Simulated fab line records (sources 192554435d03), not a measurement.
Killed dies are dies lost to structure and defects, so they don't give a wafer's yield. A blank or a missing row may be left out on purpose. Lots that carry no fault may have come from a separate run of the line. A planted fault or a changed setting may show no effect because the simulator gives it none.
Comparing a struck lot with a sound one || flow n5-finfet || 14 steps out of a route of 1938
Sound: the wafers L452.1, L452.2, L452.4. The struck wafers were L464.2, L464.3, L464.4. Last of all comes the cause.
For every step that has rows: the tool of each side, followed by ch and its chambers, followed by its first start. Under that, the readings that differ: sound wafers || struck wafers || difference of the means || sigmas: that difference in standard deviations of wafers without a fault.
alike: a reading whose means differ by less than 2 such deviations, as well as words and numbers matching on both sides. not compared: withheld readings; readings where some wafer has no value; bounds like >300 that might hide an equal value; numbers whose values overlap and for which the record gives no deviation.
Wherever a step has rows on one side only, a row that says differs or no value, or a row with sigmas, the two part there. Numbers that have no deviation but don't overlap get no sigmas and don't part them. A reading missing from all wafers of one side parts the sides only when that side holds two or more wafers.

first, 2 steps without rows for these wafers: N5_BEOL_M10_PRECLEAN_42 (cleans in residue remover, time 60 s); N5_BEOL_M10_SRD_43 (time 30 s).
N5_BEOL_M10_CD_MEAS_35: the cd target is 70 nm.
  sound on cd-sem-02 at day 12 00:32; struck on cd-sem-03 at day 14 21:50
  alike: cd-nm
then, 1 step without rows for these wafers: N5_BEOL_M10_CURE_72 (cures SiCOH lowk, time 120 s).
N5_BEOL_M10_DEGAS_44: time 60 s.
  sound on pvd-sputter-03 at day 12 01:01; struck on pvd-sputter-02 at day 14 22:40
  alike: heater-power-w
then, 1 step without rows for these wafers: N5_BEOL_M10_PRE_CLEAN_45 (time 30 s).
N5_BEOL_M10_ALD_74: deposits TaN, target thk 2 nm, pulse time 2 s, purge time 3 s.
  sound on ald-metal-01 ch 0,1,3, day 12 01:08; struck on ald-metal-01 ch 0,1,2, day 14 22:46
{"reading": "since-wet-clean-h (h)", "sound": "3005 3005 3005", "struck": "3075 3075 3075", "difference": "+70", "sigmas": ""}
  alike: heater-power-w
N5_BEOL_M10_SURFACE_TREAT_76:
  sound on pvd-sputter-02 at day 12 01:58; struck on pvd-sputter-03 at day 14 23:09
  not compared: throttle-valve-pct
then, 1 step without rows for these wafers: N5_BEOL_M10_CVD_75 (deposits Co from CCTBA/H2, target thk 2 nm, time 138.9 s).
N5_BEOL_M10_SPUTTER_48: material Cu, target thk 12 nm, time 2 s.
  sound on pvd-sputter-02 at day 12 02:31; struck on pvd-sputter-02 at day 14 23:20
  alike: throttle-valve-pct
then, 1 step without rows for these wafers: N5_BEOL_M10_ECD_50 (material Cu, target thk 318 nm).
N5_BEOL_M10_ANNEAL_51: time 90 s.
  sound on rtp-anneal-02 ch 0, day 12 02:46; struck on rtp-anneal-01 ch 0, day 14 23:37
  alike: wafer_temp_C_max
N5_BEOL_M10_CMP_52: polishes, stops on SiCOH lowk, t overpolish 7 s, target thk 140 nm.
  sound on cmp-03 ch 0,2,3, day 12 03:04; struck on cmp-04 ch 1,2,3, day 14 23:52
{"reading": "barrier-field-endpoint-s (s)", "sound": "27.7 29.1 28.7", "struck": "26.5 26.5 26.4", "difference": -2.0, "sigmas": -3}
{"reading": "platen-rpm (rpm)", "sound": "50.02 50.02 49.97", "struck": "51.96 51.93 52.01", "difference": "+1.96", "sigmas": "+55"}
  alike: motor-current-A, overpolish-run-s, time-to-endpoint-s
N5_PASSIVATION_PROBE_49:
  sound on prober-02 at day 14 07:17; struck on prober-02 at day 16 21:57
  alike: defect-limited-yield, killed_at_M0_to_M3, killed_at_M4_up, killed-at-contacts, killed-at-front-end, killed-at-other, killed-dies, killed-on-rim, killed-open, killed-short, sort_bin_5_function, sort_bin_6_memory, sort_bin_8_speed, sort-n-pass, sort-yield-pct

WHERE THEY PART
Only at N5_BEOL_M10_CMP_52, as far as this record shows. Later steps at which nothing parts them and some readings are alike: N5_PASSIVATION_PROBE_49.

WHY: what had been put in by the simulator
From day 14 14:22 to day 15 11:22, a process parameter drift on cmp-04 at N5_BEOL_M10_CMP_52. From 50, the setting platen-rpm moved by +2. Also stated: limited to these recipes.
